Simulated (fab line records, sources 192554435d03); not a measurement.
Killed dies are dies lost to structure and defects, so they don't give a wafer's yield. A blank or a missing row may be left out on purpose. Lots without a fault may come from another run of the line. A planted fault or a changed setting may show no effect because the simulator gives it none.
Chamber matching | flow n5_finfet | N5_MOL_CONTACT_COAG_CO_FILL_22 on cvd_co-02: 3 sister chambers
The step material Co, precursor CCTBA/H2, target thk 20 nm. 3 wafers are shown with their chamber, then 12 later ones without.

WAFERS WITH THEIR CHAMBER
wafer  | chamber | heater_power_outer_w (W)
L089.1 | 2       | 138
L089.2 | 1       | 147
L089.3 | 0       | 119

WAFERS WITHOUT THEIR CHAMBER
wafer  | heater_power_outer_w (W)
L094.2 | 121
L094.3 | 140
L094.6 | 150
L092.4 | 125
L092.5 | 149
L092.6 | 138
L096.1 | 122
L096.3 | 137
L096.5 | 123
L097.1 | 121
L097.2 | 149
L097.3 | 134

WHICH CHAMBER EACH WENT THROUGH
wafer  | from the rows above     | in truth
L094.2 | 0                       | 0
L094.3 | can't be placed: 2 or 1 | 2
L094.6 | 1                       | 1
L092.4 | 0                       | 0
L092.5 | 1                       | 1
L092.6 | 2                       | 2
L096.1 | 0                       | 0
L096.3 | 2                       | 2
L096.5 | 0                       | 0
L097.1 | 0                       | 0
L097.2 | 1                       | 1
L097.3 | 2                       | 2
Placed correctly: 11 of 12. Can't be placed from these rows: 1 (the true chamber is among the candidates in 1). Placed wrongly: 0.
How it was worked out, from the rows above alone: a wafer's distance from a chamber is the root of the sum, over the readings, of the square of ((its reading less the chamber's mean) divided by the reading's scatter). The wafer belongs to the nearest chamber; if the next one is less than 2 further off, it can't be placed. A chamber's mean is the mean of its shown wafers. The scatter: with one shown wafer a chamber, the root of the mean of the squares of how far each hidden wafer lies from its nearest shown one.
